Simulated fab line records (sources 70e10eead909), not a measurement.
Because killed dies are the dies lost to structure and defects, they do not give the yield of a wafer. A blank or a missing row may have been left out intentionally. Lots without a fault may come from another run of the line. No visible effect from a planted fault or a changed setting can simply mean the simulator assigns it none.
Matching of chambers || flow nand-harc || pecvd-01 running NHARC_A_M0_PRE_CLEAN_31: 3 sister chambers
The step time 12 s. 16 wafers are shown with their chamber, then 8 later ones without.

== EACH WAFER AND ITS CHAMBER ==
{"wafer": "L441.1", "chamber": 0, "heater-power-w (W)": 678}
{"wafer": "L441.2", "chamber": 2, "heater-power-w (W)": 775}
{"wafer": "L441.4", "chamber": 2, "heater-power-w (W)": 768}
{"wafer": "L447.1", "chamber": 1, "heater-power-w (W)": 649}
{"wafer": "L447.3", "chamber": 0, "heater-power-w (W)": 635}
{"wafer": "L447.5", "chamber": 1, "heater-power-w (W)": 643}
{"wafer": "L446.3", "chamber": 0, "heater-power-w (W)": 646}
{"wafer": "L446.4", "chamber": 2, "heater-power-w (W)": 658}
{"wafer": "L446.6", "chamber": 0, "heater-power-w (W)": 653}
{"wafer": "L448.1", "chamber": 0, "heater-power-w (W)": 655}
{"wafer": "L448.3", "chamber": 2, "heater-power-w (W)": 713}
{"wafer": "L448.6", "chamber": 0, "heater-power-w (W)": 648}
{"wafer": "L450.2", "chamber": 0, "heater-power-w (W)": 653}
{"wafer": "L450.4", "chamber": 0, "heater-power-w (W)": 627}
{"wafer": "L450.6", "chamber": 2, "heater-power-w (W)": 758}
{"wafer": "L452.1", "chamber": 1, "heater-power-w (W)": 646}

SIGNATURES (means of the wafers above)
{"reading": "heater-power-w", "chamber 0": 649.38, "chamber 1": 646.00, "chamber 2": 734.40, "scatter within a chamber": 29.4}
Rule: distance of a wafer from a chamber = root of the sum over the readings of ((wafer's reading minus chamber's mean) / reading's scatter) squared. The wafer belongs to the nearest chamber; if the next one is less than 2 further off, it can't be placed. The scatter: take each reading less its chamber's mean, square it, sum over the shown wafers, divide by the number of wafers less the number of chambers, and take the root.

== WAFERS WITHOUT THEIR CHAMBER ==
{"wafer": "L452.4", "heater-power-w (W)": 693}
{"wafer": "L452.5", "heater-power-w (W)": 625}
{"wafer": "L454.1", "heater-power-w (W)": 666}
{"wafer": "L454.2", "heater-power-w (W)": 700}
{"wafer": "L454.6", "heater-power-w (W)": 677}
{"wafer": "L453.1", "heater-power-w (W)": 625}
{"wafer": "L453.2", "heater-power-w (W)": 600}
{"wafer": "L453.4", "heater-power-w (W)": 643}

== WHICH CHAMBER EACH ONE RAN IN ==
{"wafer": "L452.4", "from the rows above": "can't be placed: 2 or 0 or 1", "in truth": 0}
{"wafer": "L452.5", "from the rows above": "can't be placed: 1 or 0", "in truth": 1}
{"wafer": "L454.1", "from the rows above": "can't be placed: 0 or 1 or 2", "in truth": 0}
{"wafer": "L454.2", "from the rows above": "can't be placed: 2 or 0 or 1", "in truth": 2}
{"wafer": "L454.6", "from the rows above": "can't be placed: 0 or 1 or 2", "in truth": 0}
{"wafer": "L453.1", "from the rows above": "can't be placed: 1 or 0", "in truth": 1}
{"wafer": "L453.2", "from the rows above": "can't be placed: 1 or 0", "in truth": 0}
{"wafer": "L453.4", "from the rows above": "can't be placed: 1 or 0", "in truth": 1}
Correctly placed: 0 of 8. Cannot be placed on the basis of these rows: 8; the candidates contain the true chamber in 8. Placed wrongly: 0.
